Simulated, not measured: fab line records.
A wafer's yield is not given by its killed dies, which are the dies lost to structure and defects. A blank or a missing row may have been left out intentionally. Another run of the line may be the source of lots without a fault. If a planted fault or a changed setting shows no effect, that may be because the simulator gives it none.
Split-lot trial / flow n5-finfet / route with 1938 steps; 7 lots, 21 wafers read

## THE SPLIT ITSELF
At N5_BEOL_M5_EXPOSE_08 (exposes mask M5, target cd 28 nm), the setting dose-mj was moved away from the recipe's 35.75 on 8 of the 21 wafers read, by -3.0% to +2.8%. This setting was run at the recipe's value on the other wafers.

## FROM THE SPLIT TO THE READING: what the file shows between them, 3 steps
- N5_BEOL_M5_PEB_09: peb time 60 s
- N5_BEOL_M5_DEVELOP_10: develop time 30 s
- N5_BEOL_M5_DESCUM_16: chemistry O2, time 7 s

## THE READING
BEOL_M5.cd-nm (the simulator's own value, which no gauge read), in nm, at N5_BEOL_M5_ETCH_72 (etches underlayer in N2/H2, target depth 6.5 nm, time 5.2 s). There is no usual value for it anywhere in the file. Across the 13 wafers here that went through the recipe, the average is 28.0 nm and the standard deviation 0.24 nm.

wafer=L079.1; tool, chamber at the split=euv-scanner-01, 0; dose-mj as run=35.75; against the recipe=recipe; BEOL_M5.cd-nm, nm=28; against lot-mates on the recipe=-
wafer=L079.4; tool, chamber at the split=euv-scanner-01, 0; dose-mj as run=35.75; against the recipe=recipe; BEOL_M5.cd-nm, nm=28.2; against lot-mates on the recipe=-
wafer=L079.6; tool, chamber at the split=euv-scanner-01, 0; dose-mj as run=35.75; against the recipe=recipe; BEOL_M5.cd-nm, nm=28.2; against lot-mates on the recipe=-
wafer=L080.2; tool, chamber at the split=euv-scanner-02, 0; dose-mj as run=35.75; against the recipe=recipe; BEOL_M5.cd-nm, nm=28.2; against lot-mates on the recipe=-
wafer=L080.3; tool, chamber at the split=euv-scanner-02, 0; dose-mj as run=36.58; against the recipe=+2.3%; BEOL_M5.cd-nm, nm=28.8; against lot-mates on the recipe=+0.6
wafer=L080.6; tool, chamber at the split=euv-scanner-02, 0; dose-mj as run=36.58; against the recipe=+2.3%; BEOL_M5.cd-nm, nm=28.6; against lot-mates on the recipe=+0.4
wafer=L083.2; tool, chamber at the split=euv-scanner-01, 0; dose-mj as run=34.67; against the recipe=-3.0%; BEOL_M5.cd-nm, nm=27.2; against lot-mates on the recipe=-0.4
wafer=L083.3; tool, chamber at the split=euv-scanner-01, 0; dose-mj as run=35.75; against the recipe=recipe; BEOL_M5.cd-nm, nm=27.4; against lot-mates on the recipe=-
wafer=L083.4; tool, chamber at the split=euv-scanner-01, 0; dose-mj as run=35.75; against the recipe=recipe; BEOL_M5.cd-nm, nm=27.8; against lot-mates on the recipe=-
wafer=L086.4; tool, chamber at the split=euv-scanner-01, 0; dose-mj as run=35.75; against the recipe=recipe; BEOL_M5.cd-nm, nm=28; against lot-mates on the recipe=-
wafer=L086.5; tool, chamber at the split=euv-scanner-01, 0; dose-mj as run=35.75; against the recipe=recipe; BEOL_M5.cd-nm, nm=28; against lot-mates on the recipe=-
wafer=L086.6; tool, chamber at the split=euv-scanner-01, 0; dose-mj as run=36.74; against the recipe=+2.8%; BEOL_M5.cd-nm, nm=28.6; against lot-mates on the recipe=+0.6
wafer=L088.1; tool, chamber at the split=euv-scanner-01, 0; dose-mj as run=35.75; against the recipe=recipe; BEOL_M5.cd-nm, nm=28.2; against lot-mates on the recipe=-
wafer=L088.4; tool, chamber at the split=euv-scanner-01, 0; dose-mj as run=35.75; against the recipe=recipe; BEOL_M5.cd-nm, nm=28; against lot-mates on the recipe=-
wafer=L088.6; tool, chamber at the split=euv-scanner-01, 0; dose-mj as run=35.75; against the recipe=recipe; BEOL_M5.cd-nm, nm=28.4; against lot-mates on the recipe=-
wafer=L089.4; tool, chamber at the split=euv-scanner-01, 0; dose-mj as run=35.75; against the recipe=recipe; BEOL_M5.cd-nm, nm=27.8; against lot-mates on the recipe=-
wafer=L089.5; tool, chamber at the split=euv-scanner-01, 0; dose-mj as run=34.85; against the recipe=-2.5%; BEOL_M5.cd-nm, nm=27.2; against lot-mates on the recipe=-0.6
wafer=L089.6; tool, chamber at the split=euv-scanner-01, 0; dose-mj as run=34.85; against the recipe=-2.5%; BEOL_M5.cd-nm, nm=27.2; against lot-mates on the recipe=-0.6
wafer=L094.2; tool, chamber at the split=euv-scanner-01, 0; dose-mj as run=35.75; against the recipe=recipe; BEOL_M5.cd-nm, nm=28; against lot-mates on the recipe=-
wafer=L094.3; tool, chamber at the split=euv-scanner-01, 0; dose-mj as run=36.44; against the recipe=+1.9%; BEOL_M5.cd-nm, nm=28.4; against lot-mates on the recipe=+0.4
wafer=L094.6; tool, chamber at the split=euv-scanner-01, 0; dose-mj as run=36.44; against the recipe=+1.9%; BEOL_M5.cd-nm, nm=28.6; against lot-mates on the recipe=+0.6

THE FIT
A straight line over all 21 wafers: BEOL_M5.cd-nm changes by +0.279 nm for each +1% of dose-mj; r = +0.90; the points scatter about the line by 0.21 nm.
The same after taking each lot's own level away (the mean of its wafers on the recipe; 21 wafers): +0.212 nm for each +1%; r = +0.93; scatter 0.13 nm.
According to that fit, moving dose-mj by its largest amount changes the reading by 0.64 nm.
The lots' own levels span 27.60 to 28.20 nm, that is 2.5 times the standard deviation above.
Hence the slope depends on the lot-to-lot level, as the two fits are not the same.
Check: -0.703 nm against its lot-mates is what the line predicts for one of the wafers moved furthest among these (-3.0%) when that wafer is left out of the fit. It came out at -0.4 nm against them.

## THE WHOLE CHAIN: every reading that the file lists as answering this split, in the file's order
step=N5_BEOL_M5_DESCUM_16; what it does=chemistry O2, time 7 s; reading=BEOL_M5.cd-nm (the simulator's own value, which no gauge read); change (the file's fit)=+0.188 nm for each +1% of the setting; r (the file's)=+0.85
step=N5_BEOL_M5_ETCH_72; what it does=etches underlayer in N2/H2, target depth 6.5 nm, time 5.2 s; reading=BEOL_M5.cd-nm (the simulator's own value, which no gauge read); change (the file's fit)=+0.202 nm for each +1% of the setting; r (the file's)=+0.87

## THE FILE'S OWN FIT
BEOL_M5.cd-nm changes by +0.202 nm for each +1% of dose-mj, r = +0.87.
